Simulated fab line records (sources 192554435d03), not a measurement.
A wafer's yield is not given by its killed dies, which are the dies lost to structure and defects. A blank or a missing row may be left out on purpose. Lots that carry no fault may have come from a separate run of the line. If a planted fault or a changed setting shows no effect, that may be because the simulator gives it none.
A struck lot beside a sound one || flow n5 finfet || 17 steps out of a route of 1938
Sound: wafers L192.2, L192.3, L192.4. The struck wafers were L198.2, L198.5. The cause is named last.
Order at every step that has rows: each side's tool, ch and its chambers, its first start. Under that, the readings that differ: sound wafers || struck wafers || difference of the means || sigmas: that difference in standard deviations of wafers without a fault.
alike: readings with means less than 2 such deviations apart, plus words and numbers identical on both sides. not compared: withheld readings, readings lacking a value on some wafer, bounds such as >300 that could conceal the same value, and numbers that have no deviation in the record and whose values overlap.
A row with sigmas, a row that says differs or no value, or rows on one side alone: a step with any of these is where the two part. Numbers that have no deviation but don't overlap get no sigmas and don't part them. A reading that every wafer of one side lacks parts them only if that side has two wafers or more.

first, 3 steps without rows for these wafers: N5_HKMG_FIN_WET_ETCH_65 (etches a-Si in TMAH, stops on TiN, time 49 s, target depth 3 nm); N5_HKMG_FIN_WET_ETCH_81 (etches TiN in SC1, stops on HfO2, time 57 s, target depth 6 nm); N5_HKMG_FIN_WET_ETCH_82 (etches La2O3 in dHCl, stops on HfO2, target depth 2 nm, rinse time 30 s).
N5_HKMG_FIN_ALD_36: deposits TiN, target thk 1 nm, pulse time 1 s, purge time 3 s.
  sound on ald metal-03 ch 0,2,3, day 6 18:16; struck on ald metal-02 ch 3, day 8 04:11
  alike: heater power w, precursor pulse height rel
N5_HKMG_FIN_THK_MEAS_70: measures by xrf.
  sound on film metro-02 at day 6 18:33; struck on film metro-02 at day 8 04:28
  alike: HK_THK
N5_HKMG_FIN_PWFM_ALD_03: deposits TiN, target thk 2 nm, pulse time 1 s, purge time 3 s.
  sound on ald metal-02 ch 0,1,3, day 6 18:35; struck on ald metal-01 ch 3, day 8 04:30
  alike: heater power w, precursor pulse height rel
then, 6 steps without rows for these wafers: N5_HKMG_FIN_COAT_29 (time 60 s, resist thk 300 nm); N5_HKMG_FIN_COAT_30 (time 60 s, resist thk 35 nm); N5_HKMG_FIN_COAT_06 (resist thk 90 nm); N5_HKMG_FIN_EBR_08; N5_HKMG_FIN_SOFTBAKE_07 (time 60 s); N5_HKMG_FIN_EXPOSE_09 (exposes mask NWFM).
N5_HKMG_FIN_PEB_10: peb time 60 s.
  sound on litho track-01 ch 0, day 6 19:22; struck on litho track-04 ch 0, day 8 05:16
  alike: chill plate temp C
then, 1 step without rows for these wafers: N5_HKMG_FIN_DEVELOP_11 (develop time 30 s).
N5_HKMG_FIN_CD_MEAS_12: the cd target is 92.8 nm.
  sound on cd sem-03 ch 0, day 6 19:26; struck on cd sem-01 ch 0, day 8 05:20
{"reading": "cd nm (nm)", "sound": "92.3 92.9 92.9", "struck": "85.2 85.5", "difference": -7.4, "sigmas": -11}
N5_HKMG_FIN_OVL_MEAS_13:
  sound on overlay-02 ch 0, day 6 19:28; struck on overlay-02 ch 0, day 8 05:22
  alike: NWFM_OVL
-- the record jumps here: 8 days lie between the struck wafers' starts before and after (it left off in module HKMG_FIN and takes up again in module PASSIVATION, whose first step shown is number 1936 of the route) --
N5_PASSIVATION_PROBE_49:
  the record has rows for the struck wafers here (prober-02, day 16 07:54) and none for the sound ones

## WHERE THEY PART
Last at N5_PASSIVATION_PROBE_49 as far as this record goes, first at N5_HKMG_FIN_CD_MEAS_12.

WHY: what had been put in by the simulator
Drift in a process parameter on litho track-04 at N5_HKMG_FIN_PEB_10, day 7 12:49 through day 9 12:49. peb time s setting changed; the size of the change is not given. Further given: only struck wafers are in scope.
